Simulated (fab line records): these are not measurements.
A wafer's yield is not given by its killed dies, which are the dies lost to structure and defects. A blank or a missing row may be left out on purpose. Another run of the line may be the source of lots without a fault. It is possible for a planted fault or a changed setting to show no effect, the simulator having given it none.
fab line records	flow n5-finfet
record lots=12	wafers=34	last-day=18
route steps=1938 shown BEOL_M8@1379
lots that met no fault: taken from a fault-free run of the same line
start-h: the number of hours between the record's first day and the start of the first shown wafer of the lot	wait-h: hours since the lot's step before	" the same as in the row above	L1.1+2: several wafers, shown together as one row	- value missing, or start not given	* or withheld: withheld	< > ~ a bound
route shown NAME@n: a module of which the file shows steps, and the number in the route of the first	usual: mean and standard deviation over wafers with no fault	same: alike in all rows	chamber/n: place in a boat	sites: each site's reading	_std_site: standard deviation of those values	_edge_site: inner sites' mean taken away from outer sites' mean	radius-mm: for every site, how far away it sits from the centre of the wafer	mask NAME#n: copy n	behind: the tool/chamber that last shaped the wafer	hold: why the lot went on hold/how many hours it stayed there/how the hold came to an end	device: which transistor (n, p or np) failed to switch	end of line: the route-end tests of the same wafers	a step without rows: its recipe alone	killed: dies that structure and defects cost at the first sort, which is not the same as the wafer's yield	map: dies across one wafer; x = killed, . = not, _ = none there
set.NAME: setting as actually run; set.NAME@STEP: the setting as run at that earlier step	model.NAME: the simulator's own value behind a step, which no gauge read
route steps across a sampled set of lots; one table per step, one row per wafer
services: when a tool's chamber went out of use (start-h, in hours from the record's first day, below 0 if earlier), for how many hours, and the reason
## steps
# step N5_BEOL_M8_STRIP_80
# recipe chemistry=N2/H2	time-s=10	power-w=450	temp-c=40	pressure-mtorr=20	rf-frequency-hz=6e+07	bias-power-w=7	n2-flow-sccm=200	h2-flow-sccm=200
# usual drypump-motor-current-A=5.7/0.37	oes-product-au=0.83/0.065	rf-vpp-V=59.1/0.83	showerhead-plenum-p-Torr=2.56/0.073	throttle-valve-pct=23.71/0.28
lot.wafer	tool	chamber	start-h	wait-h	drypump-motor-current-A	oes-product-au	rf-hours-counter-h	rf-vpp-V	showerhead-plenum-p-Torr	throttle-valve-pct
L920.2	rie-diel-06	1	-	-	6.0	0.88	44	60.0	2.70	23.30
L920.3	"	3	"	"	5.7	0.75	187	58.5	2.53	24.25
L920.6	"	3	"	"	5.7	0.75	-	58.8	2.53	24.26
L921.2	rie-diel-01	1	-	-	6.4	0.83	80	59.4	2.56	23.07
L921.5	"	2	"	"	5.3	0.68	-	59.4	2.50	23.91
L921.6	"	3	"	"	5.5	0.70	-	60.0	2.50	24.03
L923.2	rie-diel-06	0	-	-	5.2	0.78	149	59.9	2.65	23.86
L923.5	"	2	"	"	5.6	0.99	-	57.9	2.61	23.74
L923.6	"	3	"	"	5.7	0.75	-	58.2	2.53	24.28
L929.1	rie-diel-03	0	-	-	5.9	0.88	43	58.2	2.57	23.79
L929.5	"	2	"	"	5.3	0.85	-	60.5	2.58	23.69
L929.6	"	1	"	"	6.0	0.81	-	59.1	2.46	23.70
L931.1	rie-diel-06	3	-	-	5.7	0.72	213	60.1	2.52	24.29
L931.5	"	3	"	"	5.7	0.73	-	59.5	2.52	24.29
L932.1	rie-diel-06	1	-	-	6.1	0.85	70	60.3	2.69	23.36
L932.5	"	0	"	"	5.2	0.75	-	59.6	2.64	23.88
L935.1	rie-diel-03	2	-	-	5.4	0.83	68	58.1	2.58	23.69
L935.2	"	3	"	"	5.7	0.88	45	58.8	2.47	23.51
L935.4	"	1	"	"	6.0	0.81	-	58.4	2.46	23.72
L936.3	rie-diel-01	2	-	-	5.3	0.91	24	60.7	2.49	23.54
L936.4	"	3	"	"	5.5	0.97	10	60.4	2.49	23.77
L936.6	"	0	"	"	6.7	0.87	-	58.3	2.60	23.34
L942.2	rie-diel-06	1	-	-	6.1	0.81	90	58.6	2.68	23.36
L942.3	"	2	"	"	5.6	0.87	45	59.6	2.59	23.81
L942.4	"	3	"	"	5.7	0.70	233	58.2	2.51	24.32
L941.1	rie-diel-03	0	-	-	5.9	0.85	69	58.5	2.56	23.85
L941.3	"	3	"	"	5.8	0.86	62	59.5	2.47	23.54
L941.4	"	1	"	"	6.0	0.79	98	58.3	2.45	23.74
L940.1	rie-diel-03	2	-	-	5.3	0.82	85	58.0	2.57	23.72
L940.4	"	1	"	"	6.0	0.79	98	58.9	2.45	23.75
L940.6	"	0	"	"	5.8	0.86	-	59.6	2.56	23.85
L943.1	rie-diel-01	2	-	-	5.4	0.87	41	58.3	2.48	23.57
L943.2	"	0	"	"	6.7	0.85	58	59.8	2.59	23.35
L943.6	"	3	"	"	5.4	0.92	-	58.0	2.49	23.79
# step N5_BEOL_M8_PRE_CLEAN_45
# recipe gas=H2/He	time-s=30	temp-c=250
# usual heater-power-w=333/26
lot.wafer	tool	chamber	start-h	wait-h	heater-power-w
L920.2	pvd-sputter-02	-	199.97	0.0	342
L920.3	"	-	"	"	336
L920.6	"	-	"	"	313
L921.2	pvd-sputter-02	-	208.47	0.0	332
L921.5	"	-	"	"	337
L921.6	"	-	"	"	308
L923.2	pvd-sputter-02	-	210.98	0.0	313
L923.5	"	-	"	"	337
L923.6	"	-	"	"	364
L929.1	pvd-sputter-03	-	258.65	0.0	313
L929.5	"	-	"	"	310
L929.6	"	-	"	"	322
L931.1	pvd-sputter-02	-	275.27	0.0	333
L931.5	"	-	"	"	301
L932.1	pvd-sputter-03	-	276.37	0.0	327
L932.5	"	-	"	"	317
L935.1	pvd-sputter-03	-	293.00	0.0	319
L935.2	"	-	"	"	316
L935.4	"	-	"	"	325
L936.3	pvd-sputter-02	-	308.63	0.0	312
L936.4	"	-	"	"	365
L936.6	"	-	"	"	364
L942.2	pvd-sputter-02	-	332.48	0.0	313
L942.3	"	-	"	"	327
L942.4	"	-	"	"	332
L941.1	pvd-sputter-01	-	335.92	0.0	293
L941.3	"	-	"	"	386
L941.4	"	-	"	"	359
L940.1	pvd-sputter-01	-	336.31	0.0	307
L940.4	"	-	"	"	394
L940.6	"	-	"	"	300
L943.1	pvd-sputter-03	-	358.72	0.0	347
L943.2	"	-	"	"	324
L943.6	"	-	"	"	357
# step N5_BEOL_M8_ECD_50
# recipe material=Cu	target-thk-a=3000
lot.wafer	tool	chamber	start-h	wait-h
L920.2+3+6	ecd-cu-01	1	201.10	0.1
L921.2+5+6	ecd-cu-02	0,0,1	209.11	0.1
L923.2+5+6	ecd-cu-01	1,0,1	211.68	0.1
L929.1+5+6	ecd-cu-02	0,0,1	259.98	0.1
L931.1+5	ecd-cu-02	1,0	276.10	0.1
L932.1+5	ecd-cu-02	1,0	278.50	0.1
L935.1+2+4	ecd-cu-01	0,1,1	293.73	0.1
L936.3+4+6	ecd-cu-01	1,0,1	309.63	0.1
L942.2+3+4	ecd-cu-02	1,1,0	333.38	0.1
L941.1+3+4	ecd-cu-01	0,1,0	336.70	0.1
L940.1+4+6	ecd-cu-02	1,0,0	337.01	0.1
L943.1+2+6	ecd-cu-02	1,0,0	359.80	0.1
# step N5_BEOL_M8_CMP_52
# recipe stop-on=SiCOH_lowk	t-overpolish-s=6.9	down-force-psi=1	platen-rpm=50	clearing-platen-down-force-psi=1.5	clearing-platen-rpm=50	post-cmp-clean=cu-alkaline	target-thk-nm=80	clearing-platen-pad-velocity-m-s=0.99484	pad-velocity-m-s=0.99484
# usual motor-current-A=5.9/0.4	time-to-endpoint-s=61.3/2.5
lot.wafer	tool	chamber	start-h	wait-h	motor-current-A	time-to-endpoint-s
L920.2	cmp-04	0	201.56	0.3	6.1	61.4
L920.3	"	1	"	"	5.7	60.7
L920.6	"	2	"	"	6.2	61.8
L921.2	cmp-04	2	209.53	0.2	6.2	61.1
L921.5	"	1	"	"	5.7	63.3
L921.6	"	2	"	"	6.2	58.5
L923.2	cmp-04	3	212.14	0.3	6.1	65.3
L923.6	"	1	"	"	6.0	61.9
L923.5	"	2	"	"	6.1	63.8
L929.1	cmp-04	2	260.38	0.3	6.1	119.6
L929.6	"	2	"	"	6.0	61.3
L929.5	"	3	"	"	6.0	61.0
L931.1	cmp-04	2	277.11	0.3	6.1	112.2
L931.5	"	2	"	"	5.9	58.4
L932.1	cmp-04	0	279.10	0.3	6.0	113.2
L932.5	"	0	"	"	6.1	58.3
L935.2	cmp-04	1	294.12	0.2	5.5	56.4
L935.1	"	2	"	"	6.0	56.8
L935.4	"	3	"	"	6.6	57.2
L936.4	cmp-04	2	310.25	0.2	6.1	63.3
L936.3	"	0	"	"	6.3	61.6
L936.6	"	1	"	"	5.7	66.1
L942.4	cmp-02	0	334.51	0.1	5.2	63.1
L942.3	"	1	"	"	6.4	61.6
L942.2	"	2	"	"	5.8	63.8
L941.1	cmp-04	1	337.09	0.3	5.4	61.9
L941.3	"	2	"	"	6.2	59.5
L941.4	"	3	"	"	6.0	62.0
L940.1	cmp-02	2	337.44	0.3	5.8	59.5
L940.4	"	0	"	"	5.4	60.1
L940.6	"	2	"	"	5.7	61.4
L943.1	cmp-03	2	360.23	0.3	6.5	67.2
L943.2	"	3	"	"	5.6	61.4
L943.6	"	2	"	"	6.5	66.9
# step N5_BEOL_M8_RS_MEAS_57
# recipe thk-meas-gauge=four-point-probe	reads=Cu_of_BEOL_M8_ECD_50+Co_of_BEOL_M8_CVD_78+TaN_of_BEOL_M8_ALD_77
# usual M8_RS=0.286/0.0096
lot.wafer	tool	chamber	start-h	wait-h	M8_RS[ohm/sq]
L920.2	film-metro-01	-	201.92	0.1	0.283
L920.3	"	-	"	"	0.288
L920.6	"	-	"	"	0.285
L921.2	film-metro-01	-	209.92	0.1	0.284
L921.5	"	-	"	"	0.287
L921.6	"	-	"	"	0.283
L923.2	film-metro-02	-	212.49	0.1	0.301
L923.5	"	-	"	"	0.282
L923.6	"	-	"	"	0.278
L929.1	film-metro-02	-	260.80	0.1	0.284
L929.5	"	-	"	"	0.288
L929.6	"	-	"	"	0.284
L931.1	film-metro-02	-	277.55	0.1	0.293
L931.5	"	-	"	"	0.284
L932.1	film-metro-01	-	279.49	0.1	0.289
L932.5	"	-	"	"	0.297
L935.1	film-metro-02	-	294.54	0.1	0.304
L935.2	"	-	"	"	0.283
L935.4	"	-	"	"	0.304
L936.3	film-metro-02	-	310.67	0.1	0.276
L936.4	"	-	"	"	0.275
L936.6	"	-	"	"	0.286
L942.2	film-metro-01	-	334.94	0.1	0.289
L942.3	"	-	"	"	0.301
L942.4	"	-	"	"	0.283
L941.1	film-metro-02	-	337.52	0.1	0.293
L941.3	"	-	"	"	0.274
L941.4	"	-	"	"	0.292
L940.1	film-metro-02	-	337.82	0.1	0.296
L940.4	"	-	"	"	0.290
L940.6	"	-	"	"	0.284
L943.1	film-metro-02	-	360.62	0.1	0.268
L943.2	"	-	"	"	0.285
L943.6	"	-	"	"	0.273
## services
tool	chamber	start-h	hours	kind
cmp-04	-	176.96	4.8	pm
cmp-02	-	179.48	2.3	repair
rie-diel-06	2	184.66	-	clean
rie-diel-06	2	184.66	-	consumable-replace:focus-ring
rie-diel-06	2	184.66	21.6	scheduled-down
ecd-cu-01	-	185.41	3.5	repair
cmp-03	-	219.00	2.2	repair
rie-diel-03	-	221.21	0.3	repair
cmp-04	-	223.57	4.0	pm
cmp-04	-	227.57	-	consumable-replace:conditioner
cmp-04	-	227.57	-	consumable-replace:pad
ecd-cu-02	-	228.96	1.5	repair
cmp-02	-	240.06	4.0	pm
cmp-04	-	247.54	5.0	repair
rie-diel-03	1	267.61	8.5	repair
rie-diel-01	-	282.13	15.6	pm
rie-diel-03	0	288.61	3.7	repair
cmp-03	-	299.53	7.0	pm
pvd-sputter-01	-	310.44	9.1	repair
cmp-04	-	318.51	3.0	repair
rie-diel-06	-	319.09	2.8	pm
pvd-sputter-03	-	336.33	4.2	repair
rie-diel-06	3	347.85	6.3	repair
cmp-02	-	350.29	3.3	repair
## key
first-sign step=N5_BEOL_M8_CMP_52	reading=time-to-endpoint-s	direction=up	sigmas=21	usual=*	struck=*
effect none on later readings
met-at N5_BEOL_M8_ECD_50
struck-lots L929,L931,L932
struck-wafers L929.1,L931.1,L932.1
not-acting-at N5_BEOL_M8_STRIP_80,N5_BEOL_M8_PRE_CLEAN_45,N5_BEOL_M8_RS_MEAS_57
onset-between 209.11 259.98
fault kind=process-parameter-drift	tool=ecd-cu-02	chamber=-	onset-h=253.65	steps=N5_BEOL_M8_ECD_50	channel=target-thk-a	offset=*	shape=step	end-h=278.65	scope=struck-wafers-only	acts-in=*	stated=*
